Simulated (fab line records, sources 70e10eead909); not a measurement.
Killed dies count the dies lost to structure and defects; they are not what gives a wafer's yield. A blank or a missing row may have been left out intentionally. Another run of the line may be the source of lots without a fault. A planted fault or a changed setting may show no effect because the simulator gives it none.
Matching of chambers	flow nand harc	NHARC_A_BLC_DESCUM_15 on rie diel-03 has 4 sister chambers
The step chemistry O2, time 3 s. 22 wafers are shown with their chamber, then 11 later ones without.

== WAFERS WITH THEIR CHAMBER ==
wafer	chamber	drypump motor current A (A)	showerhead plenum p Torr (Torr)	oes product au (a.u.)
L076.2	3	4.9	1.94	1.006
L076.3	0	5.4	1.87	1.012
L076.6	3	4.9	1.94	1.000
L078.3	2	6.6	2.00	1.019
L078.4	3	4.9	1.94	1.003
L078.6	2	6.6	2.00	1.009
L080.3	1	4.8	1.85	0.997
L080.4	0	5.4	1.86	1.000
L080.5	1	4.9	1.85	1.009
L085.3	2	6.6	1.99	1.000
L085.4	3	4.9	1.94	1.001
L085.6	3	4.9	1.94	0.998
L085.1	1	4.8	1.85	1.005
L085.2	0	5.4	1.86	0.994
L085.5	0	5.4	1.86	0.989
L086.4	1	4.8	1.85	1.007
L086.5	2	6.7	1.99	1.007
L086.6	1	4.8	1.85	1.009
L086.1	0	5.4	1.86	0.993
L086.2	2	6.6	1.99	1.008
L086.3	3	4.9	1.94	0.998
L090.1	2	6.6	1.99	1.006

SIGNATURES, as means of the wafers listed above
reading	chamber 0	chamber 1	chamber 2	chamber 3	scatter within a chamber
drypump motor current A	5.400	4.820	6.617	4.900	0.0301
showerhead plenum p Torr	1.8620	1.8500	1.9933	1.9400	0.00344
oes product au	0.99760	1.00540	1.00817	1.00100	0.00605
Rule: distance of a wafer from a chamber = root of the sum over the readings of ((wafer's reading minus chamber's mean) / reading's scatter) squared. If the next closest chamber is less than 2 further off than the closest, the wafer can't be placed; otherwise it belongs to the closest. The scatter is the square root of a quotient: the sum, over the shown wafers, of each reading's squared deviation from its chamber's mean, divided by wafers minus chambers.

== WAFERS MISSING THEIR CHAMBER ==
wafer	drypump motor current A (A)	showerhead plenum p Torr (Torr)	oes product au (a.u.)
L090.3	4.8	1.85	1.007
L090.4	4.9	1.93	1.003
L091.2	6.6	1.99	1.018
L091.3	4.9	1.85	0.999
L091.5	5.4	1.86	1.016
L096.1	4.9	1.84	0.994
L096.2	4.9	1.93	1.003
L096.3	6.6	1.99	1.005
L096.4	5.4	1.86	1.011
L096.5	4.9	1.93	0.996
L096.6	5.4	1.86	0.999

== WHICH CHAMBER EACH WENT THROUGH ==
wafer	from the rows above	in truth
L090.3	1	1
L090.4	3	3
L091.2	2	2
L091.3	1	1
L091.5	0	0
L096.1	1	1
L096.2	3	3
L096.3	2	2
L096.4	0	0
L096.5	3	3
L096.6	0	0
Correctly placed: 11 of 11. Left unplaced by these rows: 0. Number placed wrongly: 0.
